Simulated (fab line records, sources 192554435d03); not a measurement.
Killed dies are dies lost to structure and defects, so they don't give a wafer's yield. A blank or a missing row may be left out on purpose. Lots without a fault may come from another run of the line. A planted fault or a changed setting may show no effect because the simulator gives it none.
Which tool did it? | flow n5_finfet | 6 lots, 18 wafers sampled, at 4 steps of a route of 1938

WHAT THE GAUGES READ, wafer by wafer
N5_BEOL_M5_OCD_MEAS_38.
lot  | measured     | on     | trench_depth_nm (nm)
L887 | day 9 10:43  | ocd-01 | 69.3 70.8 69.2
L889 | day 11 09:53 | ocd-01 | 70.6 70.0 71.7
L893 | day 12 11:46 | ocd-01 | 71.0 72.8 73.2
L899 | day 13 15:04 | ocd-02 | 70.7 48.5 71.1
L907 | day 15 11:10 | ocd-02 | 73.0 73.8 71.7
L909 | day 15 19:54 | ocd-02 | 71.8 73.5 68.7

WHICH TOOL RAN EACH LOT (tool, then ch and the chambers of the sampled wafers, then the start)
lot  | N5_BEOL_M5_ETCH_68                 | N5_BEOL_M5_VIA_ETCH_34             | N5_BEOL_M5_TRENCH_ETCH_37
L887 | rie_diel-02 ch 1,2, day 9 10:23    | rie_diel-02 ch 1,2, day 9 10:29    | rie_diel-02 ch 1,2, day 9 10:34
L889 | rie_diel-06 ch 0,3, day 11 09:32   | rie_diel-06 ch 0,3, day 11 09:38   | rie_diel-06 ch 0,3, day 11 09:43
L893 | rie_diel-06 ch 1,3, day 12 11:26   | rie_diel-06 ch 1,3, day 12 11:32   | rie_diel-06 ch 1,3, day 12 11:37
L899 | rie_diel-06 ch 0,3, day 13 14:44   | rie_diel-06 ch 0,3, day 13 14:50   | rie_diel-06 ch 0,3, day 13 14:55
L907 | rie_diel-04 ch 0,1, day 15 10:50   | rie_diel-04 ch 0,1, day 15 10:56   | rie_diel-04 ch 0,1, day 15 11:01
L909 | rie_diel-04 ch 0,1,2, day 15 19:34 | rie_diel-04 ch 0,1,2, day 15 19:40 | rie_diel-04 ch 0,1,2, day 15 19:45
- N5_BEOL_M5_ETCH_68: etches SOC in N2/H2, target depth 80 nm, overetch 16 nm, time 120 s.
- N5_BEOL_M5_VIA_ETCH_34: etches SiCOH lowk in C4F6/O2, target depth 88.3 nm, time 39.2 s.
- N5_BEOL_M5_TRENCH_ETCH_37: etches SiCOH lowk in C4F6/O2, target depth 71.652 nm, time 24.7 s.

THE ANSWER, worked out from the rows above alone
Rule: what is usual is taken from the lots themselves. Put in order of their means at a reading, lots are off if they are a third of the lots or fewer, leave a main group of 4 or more, and stand apart from it by a gap of 3 or more times the standard deviation of the main group's means; of several such gaps the widest counts. A main group whose means are all the same, to the digits that the tables above print for the reading, isn't used. A lot without any number at a reading at which 4 lots or more have one is off too. The other lots that the step has rows for count as sound.
Off: L899, at N5_BEOL_M5_OCD_MEAS_38 (trench_depth_nm). The main group: mean 71.4 nm, standard deviation 1.1.
A tool fits if, at a process step before that reading, it ran every lot that is off, and no sound lot after the first of them. The gauges at N5_BEOL_M5_OCD_MEAS_38 are tried like those tools. One fits: rie_diel-06 at N5_BEOL_M5_ETCH_68 and N5_BEOL_M5_VIA_ETCH_34 and N5_BEOL_M5_TRENCH_ETCH_37. At N5_BEOL_M5_ETCH_68 its last sound lot is L893 (day 12 11:26), its first lot that is off L899 (day 13 14:44): a fault that began between those two fits.

WHAT THE SIMULATOR HAD PUT IN
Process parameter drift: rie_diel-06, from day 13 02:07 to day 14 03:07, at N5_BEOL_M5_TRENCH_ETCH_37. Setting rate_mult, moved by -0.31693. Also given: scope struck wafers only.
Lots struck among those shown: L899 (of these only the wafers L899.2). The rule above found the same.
